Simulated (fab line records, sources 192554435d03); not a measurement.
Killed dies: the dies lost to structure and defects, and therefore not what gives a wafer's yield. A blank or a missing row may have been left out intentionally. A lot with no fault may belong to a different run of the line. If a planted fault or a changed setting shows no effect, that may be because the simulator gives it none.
Split-lot trial ; flow n5-finfet ; route with 1938 steps; 7 lots, 21 wafers read

THE SPLIT
At N5_BEOL_M10_COAT_22 (resist thk 90 nm), the setting spin-rpm was moved away from the recipe's 1500 rpm on 8 of the 21 wafers read, by -5.1% to +5.7%. The other wafers ran this setting at the recipe's value.

FROM THE SPLIT TO THE READING: what the file shows between them, 6 steps
- N5_BEOL_M10_EBR_24
- N5_BEOL_M10_SOFTBAKE_23: time 60 s
- N5_BEOL_M10_EXPOSE_25: exposes mask V9
- N5_BEOL_M10_PEB_26: peb time 60 s
- N5_BEOL_M10_DEVELOP_27: develop time 30 s
- N5_BEOL_M10_DESCUM_33: chemistry O2, time 7.9 s

THE READING
CAR-ArF_of_BEOL_M10_COAT_22.thk-nm (the simulator's own value, which no gauge read), in nm, at N5_BEOL_M10_ETCH_65 (etches SiARC in CF4, target depth 39 nm, time 65 s). No usual value for it is given in the file. Here, 13 wafers ran the recipe; their average is 55.8 nm with a standard deviation of 0.25 nm.

wafer;tool, chamber at the split;spin-rpm as run, rpm;against the recipe;CAR-ArF_of_BEOL_M10_COAT_22.thk-nm, nm;against lot-mates on the recipe
L088.3;litho-track-01, 0;1500;recipe;56.2;-
L088.5;litho-track-01, 0;1500;recipe;56;-
L088.6;litho-track-01, 0;1500;recipe;55.6;-
L089.2;litho-track-02, 0;1500;recipe;55.8;-
L089.5;litho-track-02, 0;1423;-5.1%;57.8;+2.0
L089.6;litho-track-02, 0;1423;-5.1%;57.6;+1.8
L090.4;litho-track-01, 0;1500;recipe;55.4;-
L090.6;litho-track-01, 0;1500;recipe;55.4;-
L090.5;litho-track-01, 0;1427;-4.9%;58;+2.6
L091.3;litho-track-02, 0;1500;recipe;55.6;-
L091.4;litho-track-02, 0;1500;recipe;55.6;-
L091.5;litho-track-02, 0;1500;recipe;55.8;-
L092.2;litho-track-01, 0;1449;-3.4%;57.4;+1.6
L092.4;litho-track-01, 0;1449;-3.4%;57;+1.2
L092.5;litho-track-01, 0;1500;recipe;55.8;-
L094.1;litho-track-01, 0;1586;+5.7%;53.4;-2.4
L094.5;litho-track-01, 0;1500;recipe;55.8;-
L094.6;litho-track-01, 0;1586;+5.7%;53.6;-2.2
L093.3;litho-track-05, 0;1500;recipe;55.8;-
L093.4;litho-track-05, 0;1500;recipe;56.2;-
L093.5;litho-track-05, 0;1447;-3.5%;57.4;+1.4

THE FIT
A straight line over all 21 wafers: CAR-ArF_of_BEOL_M10_COAT_22.thk-nm changes by -0.405 nm for each +1% of spin-rpm; r = -0.98; the points scatter about the line by 0.24 nm.
The same after taking each lot's own level away (the mean of its wafers on the recipe; 21 wafers): -0.41 nm for each +1%; r = -0.99; scatter 0.21 nm.
Per that fit: largest spin-rpm move, reading shift of 2.3 nm.
From 55.40 to 56.00 nm: that is the span of the lots' own levels, equal to 2.4 times the standard deviation above.
So the lot-to-lot level changes the slope little: the two slopes agree.
Check: -2.31 nm against its lot-mates is what the line predicts for one of the wafers moved furthest among these (+5.7%) when that wafer is left out of the fit. It came out at -2.4 nm against them.

THE WHOLE CHAIN: every reading that the file lists as answering this split, in the file's order
step;what it does;reading;change (the file's fit);r (the file's)
N5_BEOL_M10_COAT_22;resist thk 90 nm;CAR-ArF_of_BEOL_M10_COAT_22.thk-nm (the simulator's own value, which no gauge read);-0.437 nm for each +1% of the setting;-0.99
N5_BEOL_M10_DEVELOP_27;develop time 30 s;CAR-ArF_of_BEOL_M10_COAT_22.thk-nm (the simulator's own value, which no gauge read);-0.433 nm for each +1% of the setting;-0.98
N5_BEOL_M10_ETCH_65;etches SiARC in CF4, target depth 39 nm, time 65 s;CAR-ArF_of_BEOL_M10_COAT_22.thk-nm (the simulator's own value, which no gauge read);-0.424 nm for each +1% of the setting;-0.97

FILE'S OWN FIT
CAR-ArF_of_BEOL_M10_COAT_22.thk-nm changes by -0.424 nm for each +1% of spin-rpm, r = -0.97.
